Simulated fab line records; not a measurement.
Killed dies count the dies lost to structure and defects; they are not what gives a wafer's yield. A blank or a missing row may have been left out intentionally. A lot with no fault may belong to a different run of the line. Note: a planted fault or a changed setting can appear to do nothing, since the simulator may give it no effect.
Matching of chambers ; flow nandHarc ; rieDiel-13 running NHARC_A_STAIRCASE_DESCUM_168: 4 sister chambers
The step chemistry O2, time 3 s. 14 wafers are shown with their chamber, then 7 later ones without.

WAFERS PAIRED WITH THEIR CHAMBERS
wafer;chamber;drypumpMotorCurrentA (A);showerheadPlenumPTorr (Torr);oesProductAu (a.u.)
L074.1;2;5.6;1.85;1.000
L074.2;3;5.2;2.08;0.996
L074.6;1;4.8;1.87;1.001
L080.3;3;5.3;2.07;0.994
L080.5;2;5.6;1.84;1.000
L080.6;3;5.3;2.07;0.998
L081.1;0;6.5;1.87;1.024
L081.3;1;4.8;1.86;0.980
L081.6;3;5.2;2.07;1.006
L085.3;1;4.8;1.85;0.991
L085.5;2;5.6;1.83;0.996
L085.6;1;4.8;1.85;0.979
L089.1;0;6.5;1.86;1.008
L089.3;3;5.3;2.06;0.997

SIGNATURES (averages over the wafers above)
reading;chamber 0;chamber 1;chamber 2;chamber 3;scatter within a chamber
drypumpMotorCurrentA;6.500;4.800;5.600;5.260;0.0346
showerheadPlenumPTorr;1.8650;1.8575;1.8400;2.0700;0.00851
oesProductAu;1.01600;0.98775;0.99867;0.99820;0.00739
Rule: for each reading, subtract the chamber's mean from the wafer's reading, divide by that reading's scatter and square the result; add these up over the readings and take the root, which gives the wafer's distance from the chamber. If the next closest chamber is less than 2 further off than the closest, the wafer can't be placed; otherwise it belongs to the closest. The scatter is the square root of a quotient: the sum, over the shown wafers, of each reading's squared deviation from its chamber's mean, divided by wafers minus chambers.

WAFERS WITHOUT THEIR CHAMBER
wafer;drypumpMotorCurrentA (A);showerheadPlenumPTorr (Torr);oesProductAu (a.u.)
L089.4;5.6;1.83;1.000
L088.4;5.3;2.06;0.992
L088.5;6.5;1.86;1.016
L088.6;4.8;1.85;0.993
L097.2;6.5;1.85;1.006
L097.4;4.8;1.84;0.998
L097.5;5.7;1.82;1.001

WHICH CHAMBER EACH WENT THROUGH
wafer;from the rows above;in truth
L089.4;2;2
L088.4;3;3
L088.5;0;0
L088.6;1;1
L097.2;0;0
L097.4;1;1
L097.5;2;2
Placed correctly: 7 of 7. Number that these rows cannot place: 0. Placed wrongly: 0.
